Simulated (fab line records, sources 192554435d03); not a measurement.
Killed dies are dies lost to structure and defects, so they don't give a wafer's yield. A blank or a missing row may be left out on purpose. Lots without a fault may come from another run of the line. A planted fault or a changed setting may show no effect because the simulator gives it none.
Split-lot experiment | flow n5_finfet | 7 lots, 21 wafers read, on a route of 1938 steps

THE SPLIT
At N5_PASSIVATION_VIA_ETCH_13 (etches SiO2 in CHF3/O2, target depth 660 nm, time 330 s), the setting bias_w was moved away from the recipe's 170 W on 7 of the 21 wafers read, by -7.3% to +17.6%. The other wafers ran this setting at the recipe's value.

The reading is taken at the split's own step.

THE READING
rf_vpp_V, in V, at N5_PASSIVATION_VIA_ETCH_13 (etches SiO2 in CHF3/O2, target depth 660 nm, time 330 s). Fault-free wafers of this fab line usually give 527 V, standard deviation 11 V.

wafer  | tool, chamber at the split | bias_w as run, W | against the recipe | rf_vpp_V, V | against lot-mates on the recipe
L080.1 | rie_diel-04, 3             | 170              | recipe             | 512         | -
L080.4 | rie_diel-04, 2             | 170              | recipe             | 534         | -
L080.5 | rie_diel-04, 2             | 184.7            | +8.6%              | 569         | +46
L083.2 | rie_diel-02, 2             | 170              | recipe             | 544         | -
L083.3 | rie_diel-02, 3             | 170              | recipe             | 507         | -
L083.4 | rie_diel-02, 0             | 170              | recipe             | 529         | -
L084.3 | rie_diel-04, 0             | 170              | recipe             | 508         | -
L084.4 | rie_diel-04, 3             | 177.7            | +4.5%              | 530         | +10
L084.6 | rie_diel-04, 2             | 170              | recipe             | 533         | -
L085.3 | rie_diel-06, 2             | 187.2            | +10.1%             | 577         | +43
L085.4 | rie_diel-06, 0             | 170              | recipe             | 534         | -
L085.6 | rie_diel-06, 1             | 187.2            | +10.1%             | 577         | +43
L076.1 | rie_diel-02, 0             | 170              | recipe             | 531         | -
L076.2 | rie_diel-02, 2             | 170              | recipe             | 544         | -
L076.3 | rie_diel-02, 1             | 170              | recipe             | 524         | -
L090.1 | rie_diel-04, 2             | 170              | recipe             | 533         | -
L090.3 | rie_diel-04, 1             | 200              | +17.6%             | 590         | +57
L090.4 | rie_diel-04, 3             | 200              | +17.6%             | 584         | +51
L093.1 | rie_diel-06, 0             | 170              | recipe             | 535         | -
L093.3 | rie_diel-06, 1             | 170              | recipe             | 534         | -
L093.5 | rie_diel-06, 3             | 157.6            | -7.3%              | 505         | -30

THE FIT
A straight line over all 21 wafers: rf_vpp_V changes by +3.62 V for each +1% of bias_w; r = +0.90; the points scatter about the line by 11 V.
The same after taking each lot's own level away (the mean of its wafers on the recipe; 21 wafers): +3.5 V for each +1%; r = +0.91; scatter 10 V.
On that fit, the largest move of bias_w shifts the reading by 62 V.
The lots' own levels span 520.5 to 534.5 V, that is 1.3 times the standard deviation above.
So the lot-to-lot level changes the slope little: the two slopes agree.
Check: with one of the wafers moved furthest among these (+17.6%) left out of the fit, the line predicts +64.4 V for it against its lot-mates. It came out at +57 V against them.
Tool readings at the split's step, against how far the setting was moved: rf_vpp_V r = +0.90.

OTHER SPLITS ON THESE WAFERS
These wafers also went through other splits before the reading. Each is held against what the fit with the lots' levels taken away leaves over:
other split on the same wafers | wafers away from the commonest value | r with rf_vpp_V (lot level and that fit taken away)
N5_MIM_BOT_SPUTTER_00 time_s   | 8                                    | +0.10
N5_MIM_TOP_ALD_01 ald_cycles   | 3                                    | -0.03

THE FILE'S OWN FIT
rf_vpp_V changes by +3.63 V for each +1% of bias_w, r = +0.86.
